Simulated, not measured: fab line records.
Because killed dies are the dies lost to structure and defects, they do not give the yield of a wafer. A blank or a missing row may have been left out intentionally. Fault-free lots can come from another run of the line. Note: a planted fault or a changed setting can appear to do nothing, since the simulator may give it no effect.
fab line records	flow n5_finfet
[record] lots = 14	wafers = 42	last_day = 17
route steps=1938 shown BEOL_M3@1010 BEOL_M4@1043
lots with no fault: from the same line, run without faults
start_h: the number of hours between the record's first day and the start of the first shown wafer of the lot	wait_h: hours from the lot's prior step to this one	" repeats the value in the row above	L1.1+2: a single row standing in for several wafers	- no value present, or no start provided	* or withheld: withheld	< > ~ a bound
route shown NAME@n: NAME is a module with steps in the file, n the number in the route of the first one	usual: mean/standard deviation taken from wafers without a fault	same: alike in all rows	chamber/n: place in a boat	sites: each site's reading	_std_site: standard deviation of those values	_edge_site: mean of outer sites minus mean of inner sites	radius_mm: how far each site lies from the wafer's centre	mask NAME#n: copy n	behind: the last tool/chamber to shape the wafer	hold: why the lot went on hold/how many hours it stayed there/how the hold came to an end	device: the n, p or np transistor that did not switch	end of line: the same wafers' tests at the end of the route	step lacking rows: just its recipe	killed: dies that structure and defects cost at the first sort, which is not the same as the wafer's yield	map: dies across one wafer; x = killed, . = not, _ = none there
set.NAME: the setting the step ran with; set.NAME@STEP: the setting that earlier step ran with	model.NAME: the simulator's own value behind a step, which no gauge read
the route's steps for a sample of lots (tables are steps, rows are wafers)
services: a tool's chamber out of use, with start hour (start_h, from the record's first day; less than 0 if before it), hours out, and reason
[[steps]]
[step N5_BEOL_M3_SPUTTER_96]
[recipe] material = Cu	target_thk_a = 45	temp_c = -20	chamber_pressure_pa = 0.07	power_w = withheld	time_s = 8.29
[usual] chuck_sensor_temp_C = -16.0/0.45	substrate_temp_c = -20.01/0.093	throttle_valve_pct = 29.6/1.4
lot.wafer	tool	chamber	start_h	wait_h	chuck_sensor_temp_C	substrate_temp_c	throttle_valve_pct
L713.3	pvd_sputter-01	-	147.02	0.1	-15.4	-19.89	29.6
L713.4	"	-	"	"	-16.1	-20.01	30.4
L713.5	"	-	"	"	-15.6	-20.00	26.6
L715.2	pvd_sputter-01	-	171.12	0.1	-15.3	-20.17	29.4
L715.4	"	-	"	"	-15.6	-19.96	26.6
L715.6	"	-	"	"	-15.4	-19.89	29.7
L716.2	pvd_sputter-03	-	172.25	0.1	-15.9	-20.01	31.0
L716.4	"	-	"	"	-15.5	-20.01	30.6
L716.5	"	-	"	"	-15.5	-19.70	30.6
L717.3	pvd_sputter-03	-	175.13	0.1	-15.5	-19.98	30.9
L717.4	"	-	"	"	-16.4	-20.02	30.8
L717.5	"	-	"	"	-15.5	-19.96	30.8
L718.1	pvd_sputter-02	-	183.00	0.1	-15.3	-20.18	29.6
L718.2	"	-	"	"	-16.4	-20.03	29.5
L718.6	"	-	"	"	-16.0	-19.96	30.4
L719.1	pvd_sputter-02	-	193.59	0.1	-16.4	-20.17	30.7
L719.2	"	-	"	"	-16.1	-20.02	30.8
L719.5	"	-	"	"	-15.4	-19.98	29.7
L721.1	pvd_sputter-01	-	193.77	0.1	-15.6	-20.09	29.7
L721.3	"	-	"	"	-16.6	-19.97	27.7
L721.6	"	-	"	"	-16.0	-19.88	30.5
L726.3	pvd_sputter-02	-	228.88	0.1	-16.1	-19.99	30.9
L726.4	"	-	"	"	-15.4	-19.92	29.4
L726.6	"	-	"	"	-16.0	-19.97	30.8
L725.4	pvd_sputter-02	-	232.83	0.1	-16.5	-20.08	31.0
L725.5	"	-	"	"	-15.3	-20.05	29.3
L725.6	"	-	"	"	-16.4	-20.03	29.5
L733.1	pvd_sputter-03	-	270.56	0.1	-15.6	-20.09	30.6
L733.5	"	-	"	"	-16.2	-19.99	29.2
L733.6	"	-	"	"	-15.4	-20.06	30.6
L732.2	pvd_sputter-02	-	270.73	0.1	-15.6	-19.86	29.5
L732.4	"	-	"	"	-16.6	-19.91	29.5
L732.6	"	-	"	"	-15.4	-19.81	29.6
L734.2	pvd_sputter-01	-	274.36	0.1	-15.6	-20.13	26.7
L734.4	"	-	"	"	-16.3	-20.04	30.2
L734.6	"	-	"	"	-15.4	-20.06	26.6
L735.1	pvd_sputter-01	-	280.23	0.1	-15.5	-20.20	29.5
L735.2	"	-	"	"	-16.1	-20.18	30.6
L735.6	"	-	"	"	-16.6	-19.94	27.8
L736.2	pvd_sputter-01	-	296.71	0.1	-16.5	-20.02	27.7
L736.3	"	-	"	"	-15.5	-19.92	29.8
L736.5	"	-	"	"	-16.1	-20.04	30.3
[step N5_BEOL_M3_ANNEAL_51]
[recipe] temp_c = 225	time_s = 90	ambient = N2
[usual] wafer_temp_C_max = 225.7/0.31
lot.wafer	tool	chamber	start_h	wait_h	wafer_temp_C_max
L713.3	rtp_anneal-01	0	147.31	0.1	225.6
L713.4	"	0	"	"	225.1
L713.5	"	0	"	"	225.4
L715.2	rtp_anneal-02	0	171.36	0.1	225.7
L715.4	"	0	"	"	225.8
L715.6	"	0	"	"	226.8
L716.2	rtp_anneal-02	0	172.49	0.1	226.0
L716.4	"	0	"	"	225.9
L716.5	"	0	"	"	225.7
L717.3	rtp_anneal-01	0	175.41	0.1	225.5
L717.4	"	0	"	"	225.7
L717.5	"	0	"	"	225.5
L718.1	rtp_anneal-02	0	183.19	0.1	225.8
L718.2	"	0	"	"	225.9
L718.6	"	0	"	"	225.9
L719.1	rtp_anneal-02	0	193.79	0.1	225.7
L719.2	"	0	"	"	226.0
L719.5	"	0	"	"	225.8
L721.1	rtp_anneal-01	0	193.97	0.1	225.5
L721.3	"	0	"	"	225.5
L721.6	"	0	"	"	225.6
L726.3	rtp_anneal-02	0	229.17	0.1	225.7
L726.4	"	0	"	"	226.3
L726.6	"	0	"	"	226.1
L725.4	rtp_anneal-01	0	233.16	0.2	225.7
L725.5	"	0	"	"	225.6
L725.6	"	0	"	"	225.6
L733.1	rtp_anneal-02	0	270.76	0.1	225.7
L733.5	"	0	"	"	225.4
L733.6	"	0	"	"	226.1
L732.2	rtp_anneal-01	0	270.98	0.1	225.6
L732.4	"	0	"	"	225.5
L732.6	"	0	"	"	225.2
L734.2	rtp_anneal-02	0	274.60	0.1	226.4
L734.4	"	0	"	"	226.3
L734.6	"	0	"	"	226.2
L735.1	rtp_anneal-02	0	280.42	0.1	226.0
L735.2	"	0	"	"	226.7
L735.6	"	0	"	"	226.0
L736.2	rtp_anneal-02	0	296.95	0.1	226.0
L736.3	"	0	"	"	225.8
L736.5	"	0	"	"	226.3
[step N5_BEOL_M4_STRIP_66]
[recipe] chemistry = CF4	resist = SiARC	power_w = 300	bias_power_w = 75	pressure_mtorr = 50	cf4_flow_sccm = 150	rf_frequency_hz = 6e+07
[usual] chamber_pressure_mTorr = 50.00/0.05	drypump_motor_current_A = 5.9/0.5	oes_product_au = 0.78/0.075	rf_vpp_V = 271.4/1.5	showerhead_plenum_p_Torr = 1.80/0.052	throttle_valve_pct = 13.59/0.23
lot.wafer	tool	chamber	start_h	wait_h	chamber_pressure_mTorr	drypump_motor_current_A	oes_product_au	rf_hours_counter_h	rf_vpp_V	showerhead_plenum_p_Torr	throttle_valve_pct
L713.3	rie_diel-04	2	149.82	0.0	49.95	5.7	0.67	239	273.3	1.85	13.57
L713.4	"	3	"	"	50.01	5.7	0.73	182	273.6	1.85	13.41
L713.5	"	2	"	"	49.98	5.7	0.67	-	272.1	1.85	13.56
L715.2	rie_diel-04	3	173.65	0.0	50.06	5.6	0.72	188	271.9	1.84	13.40
L715.4	"	0	"	"	49.93	6.6	0.69	226	270.8	1.71	13.54
L715.6	"	3	"	"	49.96	5.7	0.72	-	272.8	1.84	13.40
L716.2	rie_diel-05	3	176.17	0.0	50.08	5.5	0.77	126	273.7	1.87	13.68
L716.4	"	3	"	"	50.05	5.6	0.77	-	273.2	1.87	13.67
L716.5	"	0	"	"	50.06	5.6	0.82	-	271.2	1.75	13.44
L717.3	rie_diel-05	2	177.49	0.0	50.00	6.6	0.77	146	271.6	1.79	13.61
L717.4	"	0	"	"	49.97	5.6	0.82	-	269.5	1.75	13.44
L717.5	"	2	"	"	50.09	6.6	0.77	-	271.2	1.79	13.61
L718.1	rie_diel-04	3	185.51	0.0	50.10	5.6	0.72	194	272.0	1.84	13.40
L718.2	"	1	"	"	50.06	5.7	0.76	132	270.7	1.80	13.82
L718.6	"	1	"	"	50.05	5.7	0.77	-	274.0	1.80	13.80
L719.1	rie_diel-04	2	197.30	0.0	50.03	5.7	0.94	2	271.6	1.84	13.04
L719.2	"	1	"	"	49.99	5.7	0.76	138	270.3	1.80	13.83
L719.5	"	2	"	"	50.02	5.7	0.93	-	272.1	1.84	13.04
L721.1	rie_diel-05	3	197.60	0.0	50.06	5.5	0.76	136	274.3	1.87	13.69
L721.3	"	0	"	"	50.05	5.6	0.81	93	269.8	1.74	13.49
L721.6	"	0	"	"	50.02	5.6	0.81	-	270.2	1.74	13.45
L726.3	rie_diel-01	1	231.19	0.0	50.06	6.6	0.83	75	273.0	1.82	13.80
L726.4	"	2	"	"	50.00	6.6	0.69	215	271.1	1.78	13.71
L726.6	"	3	"	"	49.93	5.1	0.70	-	269.0	1.70	13.70
L725.4	rie_diel-05	1	237.35	0.0	50.02	6.2	0.91	19	272.4	1.84	13.26
L725.5	"	0	"	"	50.05	5.6	0.80	-	269.6	1.74	13.49
L725.6	"	3	"	"	50.02	5.5	0.75	-	274.6	1.86	13.72
L733.1	rie_diel-01	2	272.66	0.0	49.95	6.6	0.69	226	270.9	1.78	13.75
L733.5	"	1	"	"	50.04	6.6	0.82	-	271.8	1.81	13.85
L733.6	"	0	"	"	50.06	5.5	0.83	-	273.6	1.82	13.84
L732.2	rie_diel-01	1	272.89	0.0	49.95	6.6	0.83	91	271.0	1.81	13.84
L732.4	"	3	"	"	50.00	5.1	0.70	247	269.9	1.69	13.73
L732.6	"	3	"	"	50.02	5.1	0.69	-	268.5	1.69	13.72
L734.2	rie_diel-05	0	276.57	0.0	50.02	5.6	0.78	120	270.9	1.74	13.55
L734.4	"	1	"	"	49.99	6.3	0.89	34	273.3	1.83	13.28
L734.6	"	1	"	"	50.01	6.3	0.89	-	271.6	1.83	13.30
L735.1	rie_diel-04	0	284.70	0.0	50.05	6.6	0.93	11	273.7	1.91	13.07
L735.2	"	2	"	"	49.97	5.8	0.85	35	271.5	1.83	13.11
L735.6	"	2	"	"	50.05	5.8	0.85	-	269.3	1.83	13.11
L736.2	rie_diel-01	3	301.10	0.0	49.98	5.1	0.97	2	275.4	1.90	13.18
L736.3	"	1	"	"	49.94	6.6	0.82	101	271.3	1.81	13.87
L736.5	"	0	"	"	50.01	5.5	0.82	-	272.3	1.81	13.86
[step N5_BEOL_M4_HM_OPEN_17]
[recipe] chemistry = Cl2/BCl3	target_depth_a = 200	overetch_a = 60	target = TiN	mask_material = SOC	ion_energy_ev = 150	pressure_mtorr = 10	icp_w = 1000	bias_w = 126	Cl2_flow_sccm = 53.25	bcl3_flow_sccm = 21.75	Ar_flow_sccm = 25
[usual] bcl3_flow_sccm = 21.76/0.072	bias_w = 126.1/0.38	chamber_pressure_mTorr = 10.001/0.0083	drypump_motor_current_A = 5.4/0.35	oes_product_au = 0.66/0.067	throttle_valve_pct = 22.3/0.36
lot.wafer	tool	chamber	start_h	wait_h	bcl3_flow_sccm	bias_w	chamber_pressure_mTorr	drypump_motor_current_A	oes_product_au	rf_hours_counter_h	throttle_valve_pct
L713.3	rie_metal-03	0	149.89	0.1	21.81	126.8	10.003	4.9	0.57	-	22.8
L713.4	"	1	"	"	21.72	127.1	10.015	5.6	0.78	-	22.3
L713.5	"	1	"	"	21.66	126.8	9.995	5.6	0.77	-	22.3
L715.2	rie_metal-02	0	173.69	0.0	21.78	126.1	9.987	5.5	0.65	41	21.6
L715.4	"	1	"	"	21.70	125.7	10.004	5.3	0.73	-	22.0
L715.6	"	1	"	"	21.75	125.2	10.002	5.3	0.72	-	22.0
L716.2	rie_metal-02	1	176.21	0.0	21.76	126.2	10.015	5.3	0.71	20	22.0
L716.4	"	1	"	"	21.81	125.5	9.998	5.3	0.72	-	22.0
L716.5	"	0	"	"	21.69	125.6	10.005	5.5	0.65	-	21.6
L717.3	rie_metal-03	1	177.56	0.1	21.71	126.9	9.983	5.6	0.76	-	22.3
L717.4	"	0	"	"	21.74	126.4	9.991	4.9	0.57	-	22.8
L717.5	"	0	"	"	21.78	126.3	10.005	4.9	0.56	-	22.7
L718.1	rie_metal-01	1	185.55	0.0	21.63	125.9	9.987	6.1	0.68	30	22.5
L718.2	"	0	"	"	21.77	125.9	9.999	5.3	0.63	64	22.0
L718.6	"	0	"	"	21.76	126.4	9.997	5.2	0.62	-	22.0
L719.1	rie_metal-01	1	197.34	0.0	21.73	126.1	9.989	6.1	0.68	31	22.5
L719.2	"	0	"	"	21.70	126.1	10.008	5.3	0.62	65	22.0
L719.5	"	0	"	"	21.75	125.6	10.002	5.3	0.61	-	22.0
L721.1	rie_metal-01	1	197.65	0.0	21.91	125.9	10.014	6.1	0.69	31	22.5
L721.3	"	0	"	"	21.83	126.2	9.989	5.2	0.63	-	22.0
L721.6	"	0	"	"	21.79	126.3	9.996	5.3	0.63	-	22.0
L726.3	rie_metal-03	1	231.26	0.1	-	-	-	-	-	-	-
L726.4	"	0	"	"	-	-	-	-	-	-	-
L726.6	"	0	"	"	-	-	-	-	-	-	-
L725.4	rie_metal-01	0	237.42	0.1	-	-	-	-	-	-	-
L725.5	"	1	"	"	-	-	-	-	-	-	-
L725.6	"	0	"	"	-	-	-	-	-	-	-
L733.1	rie_metal-02	1	272.70	0.0	21.76	126.1	9.997	5.3	0.68	31	22.0
L733.5	"	1	"	"	21.79	126.6	10.006	5.3	0.68	-	22.1
L733.6	"	1	"	"	21.75	126.1	10.007	5.3	0.68	-	22.1
L732.2	rie_metal-03	0	272.93	0.0	21.73	125.4	9.999	4.9	0.56	99	22.8
L732.4	"	1	"	"	21.72	126.2	9.999	5.6	0.73	-	22.4
L732.6	"	1	"	"	21.64	126.2	9.998	5.6	0.74	-	22.4
L734.2	rie_metal-03	1	276.61	0.0	21.89	125.7	10.012	5.5	0.73	20	22.4
L734.4	"	0	"	"	21.84	126.4	9.988	4.9	0.55	-	22.8
L734.6	"	0	"	"	21.87	125.4	10.009	4.9	0.56	-	22.7
L735.1	rie_metal-01	1	284.74	0.0	21.51	125.8	10.002	6.1	0.67	39	22.5
L735.2	"	0	"	"	21.68	125.6	10.002	5.2	0.62	73	22.0
L735.6	"	1	"	"	21.73	125.9	10.006	6.1	0.67	-	22.5
L736.2	rie_metal-02	1	301.17	0.1	21.72	126.0	9.987	5.3	0.69	-	22.0
L736.3	"	1	"	"	21.78	125.9	10.001	5.3	0.69	-	22.1
L736.5	"	1	"	"	21.77	126.0	10.007	5.3	0.69	-	22.1
[step N5_BEOL_M4_CD_MEAS_18]
[recipe] pitch_nm = 36	target_cd_nm = 18
[usual] cd_nm = 18.04/0.29
lot.wafer	tool	chamber	start_h	wait_h	cd_nm
L713.3	cd_sem-01	-	150.05	0.1	17.97
L713.4	"	-	"	"	17.65
L713.5	"	-	"	"	17.74
L715.2	cd_sem-03	-	174.07	0.1	18.23
L715.4	"	-	"	"	18.14
L715.6	"	-	"	"	18.15
L716.2	cd_sem-02	-	176.49	0.1	17.65
L716.4	"	-	"	"	17.98
L716.5	"	-	"	"	18.22
L717.3	cd_sem-02	-	177.71	0.1	17.74
L717.4	"	-	"	"	18.02
L717.5	"	-	"	"	18.00
L718.1	cd_sem-01	-	185.73	0.0	18.88
L718.2	"	-	"	"	18.01
L718.6	"	-	"	"	18.32
L719.1	cd_sem-03	-	197.67	0.0	18.12
L719.2	"	-	"	"	18.50
L719.5	"	-	"	"	18.76
L721.1	cd_sem-01	-	198.04	0.0	18.16
L721.3	"	-	"	"	18.33
L721.6	"	-	"	"	18.09
L726.3	cd_sem-01	-	231.45	0.1	-
L726.4	"	-	"	"	-
L726.6	"	-	"	"	-
L725.4	cd_sem-03	-	237.57	0.1	-
L725.5	"	-	"	"	-
L725.6	"	-	"	"	-
L733.1	cd_sem-01	-	272.98	0.0	17.77
L733.5	"	-	"	"	17.76
L733.6	"	-	"	"	18.30
L732.2	cd_sem-02	-	273.12	0.1	17.81
L732.4	"	-	"	"	18.54
L732.6	"	-	"	"	18.15
L734.2	cd_sem-03	-	276.81	0.1	18.30
L734.4	"	-	"	"	18.01
L734.6	"	-	"	"	17.73
L735.1	cd_sem-02	-	284.92	0.0	18.36
L735.2	"	-	"	"	18.14
L735.6	"	-	"	"	18.60
L736.2	cd_sem-01	-	301.42	0.1	18.43
L736.3	"	-	"	"	18.35
L736.5	"	-	"	"	18.38
[step N5_BEOL_M4_RC_MEAS_101]
[usual] DIBL_N = 36.3/1.2	DIBL_P = 36.1/1.6	IOFF_N = 0.161/0.023	IOFF_P = 0.209/0.027	ION_N = 676/8.9	ION_P = 462/5.3	SS_N = 71.5/0.51	SS_P = 73.2/0.5	VT_N = 249.1/2.5	VT_P = -249.9/2.8
lot.wafer	tool	chamber	start_h	wait_h	DIBL_N[mV/V]	DIBL_P[mV/V]	IOFF_N[nA/um]	IOFF_P[nA/um]	ION_N[uA/um]	ION_P[uA/um]	SS_N[mV/dec]	SS_P[mV/dec]	VT_N[mV]	VT_P[mV]
L713.3	prober-02	0	156.33	0.3	36.5	36.8	0.164	0.203	671	460	71.8	72.7	246.1	-251.8
L713.4	"	0	"	"	35.7	35.0	0.142	0.183	672	457	70.8	73.3	247.2	-253.2
L713.5	"	0	"	"	34.8	33.1	0.129	0.157	667	451	71.7	73.5	250.9	-255.5
L715.2	prober-01	0	180.05	0.2	36.8	35.5	0.161	0.221	675	463	71.3	73.0	250.1	-248.8
L715.4	"	0	"	"	37.7	35.8	0.174	0.220	674	466	71.2	73.1	250.3	-249.0
L715.6	"	0	"	"	36.8	34.7	0.162	0.213	664	460	71.5	73.5	248.5	-247.3
L716.2	prober-02	0	182.19	0.2	35.7	34.7	0.146	0.190	672	463	71.5	72.8	252.3	-249.1
L716.4	"	0	"	"	34.9	33.4	0.125	0.172	666	457	70.9	72.9	252.6	-253.1
L716.5	"	0	"	"	34.4	33.8	0.125	0.180	667	464	71.1	72.9	252.0	-251.7
L717.3	prober-02	0	185.41	0.3	35.5	34.7	0.126	0.169	658	450	70.6	72.4	250.9	-255.3
L717.4	"	0	"	"	34.8	33.8	0.121	0.164	664	457	69.9	72.7	252.8	-255.6
L717.5	"	0	"	"	36.0	35.1	0.137	0.182	672	459	70.4	72.3	252.8	-254.5
L718.1	prober-02	0	196.58	0.0	37.6	36.7	0.184	0.262	682	471	71.5	73.2	245.7	-246.9
L718.2	"	0	"	"	36.4	36.1	0.168	0.241	686	468	71.5	73.4	247.2	-244.0
L718.6	"	0	"	"	37.9	37.3	0.192	0.272	678	465	71.8	73.4	248.0	-243.8
L719.1	prober-02	0	204.65	0.0	36.5	35.8	0.158	0.203	669	459	71.6	73.5	249.0	-249.5
L719.2	"	0	"	"	37.4	37.8	0.188	0.239	675	459	71.5	73.4	248.5	-247.8
L719.5	"	0	"	"	37.1	37.4	0.198	0.240	683	466	71.6	74.4	248.4	-247.9
L721.1	prober-02	0	206.31	0.0	36.9	34.3	0.153	0.203	670	467	71.5	73.2	249.4	-248.5
L721.3	"	0	"	"	37.7	35.4	0.170	0.221	667	462	71.7	72.8	247.7	-248.0
L721.6	"	0	"	"	36.9	34.6	0.166	0.202	674	459	71.5	72.8	250.3	-252.3
L733.1	prober-02	0	278.72	0.0	36.8	37.2	0.177	0.220	679	460	72.2	73.3	249.4	-250.5
L733.5	"	0	"	"	38.2	37.8	0.200	0.232	688	462	71.8	73.2	247.3	-247.2
L733.6	"	0	"	"	37.9	37.5	0.186	0.225	680	467	72.0	72.1	247.4	-249.5
L732.2	prober-01	0	278.76	0.2	36.1	35.0	0.166	0.211	678	459	71.1	72.2	248.8	-248.8
L732.4	"	0	"	"	35.7	34.4	0.149	0.200	675	460	71.5	72.8	249.9	-248.3
L732.6	"	0	"	"	36.0	35.0	0.155	0.201	680	468	71.2	72.9	250.0	-248.5
L734.2	prober-02	0	284.75	0.2	34.3	35.7	0.117	0.192	663	461	71.9	72.9	254.1	-252.3
L734.4	"	0	"	"	35.8	36.9	0.135	0.214	666	463	71.0	73.7	254.6	-249.9
L734.6	"	0	"	"	36.0	37.6	0.138	0.222	673	467	71.6	73.1	254.9	-250.0
L735.1	prober-01	0	294.29	0.0	35.6	36.5	0.161	0.215	666	461	71.9	73.0	249.0	-250.2
L735.2	"	0	"	"	36.1	37.8	0.182	0.238	681	461	71.8	73.9	246.7	-247.1
L735.6	"	0	"	"	36.0	37.2	0.166	0.222	677	462	72.7	73.7	248.1	-251.9
L736.2	prober-01	0	310.37	0.2	37.1	36.4	0.166	0.217	679	465	71.8	73.3	250.1	-246.2
L736.3	"	0	"	"	36.0	35.6	0.143	0.202	674	463	71.9	73.1	250.6	-248.4
L736.5	"	0	"	"	35.0	34.3	0.132	0.178	662	457	71.6	73.4	251.1	-248.6
[[services]]
tool	chamber	start_h	hours	kind
rie_metal-01	0	134.08	6.0	repair
rie_diel-04	1	160.26	9.4	repair
rie_metal-03	-	166.18	2.2	repair
rie_diel-05	1	168.24	-	clean
rie_diel-05	1	168.24	-	consumable_replace:esc
rie_diel-05	1	168.24	-	consumable_replace:focus_ring
rie_diel-05	1	168.24	23.1	scheduled_down
rie_diel-05	1	168.24	23.1	vent_cycle
rie_diel-04	2	175.20	-	clean
rie_diel-04	2	175.20	-	consumable_replace:focus_ring
rie_diel-04	2	175.20	17.6	scheduled_down
rie_diel-01	-	182.64	29.3	repair
rie_diel-04	2	210.03	5.3	repair
rie_diel-04	1	217.31	5.0	repair
rie_diel-01	3	221.31	4.5	repair
rie_diel-01	2	240.16	6.1	repair
rie_metal-02	0	253.58	26.6	repair
rie_metal-03	-	253.80	1.7	repair
rie_diel-04	1	265.61	2.8	repair
rie_diel-04	1	270.86	4.3	repair
rie_diel-04	3	283.85	4.2	repair
rie_diel-01	1	284.52	2.1	repair
rie_diel-04	2	298.45	3.9	repair
rie_metal-02	0	298.84	63.1	repair
[[key]]
[first_sign] step = N5_BEOL_M4_HM_OPEN_17	reading = tool_record	direction = missing
[effect] step = N5_BEOL_M4_CD_MEAS_18	reading = cd_nm	direction = missing
met_at N5_BEOL_M4_HM_OPEN_17
struck_lots L725,L726
later_rows_left_out L725.4,L725.5,L725.6,L726.3,L726.4,L726.6
sort_left_out L725.4,L725.5,L725.6,L726.3,L726.4,L726.6
not_acting_at N5_BEOL_M3_SPUTTER_96,N5_BEOL_M3_ANNEAL_51,N5_BEOL_M4_STRIP_66
onset_between 197.65 231.26
[fault] kind = skipped_step_whole	tool = rie_metal-01,rie_metal-03	chamber = -	onset_h = 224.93	steps = N5_BEOL_M4_HM_OPEN_17	scope = struck_lots_only
// sort_left_out: the simulated sort isn't trusted on such a fault, so these wafers' sort isn't shown, and their yield isn't known
// later_rows_left_out: the simulator's readings of these wafers behind a module that went badly wrong aren't trusted and aren't shown, but for the sort
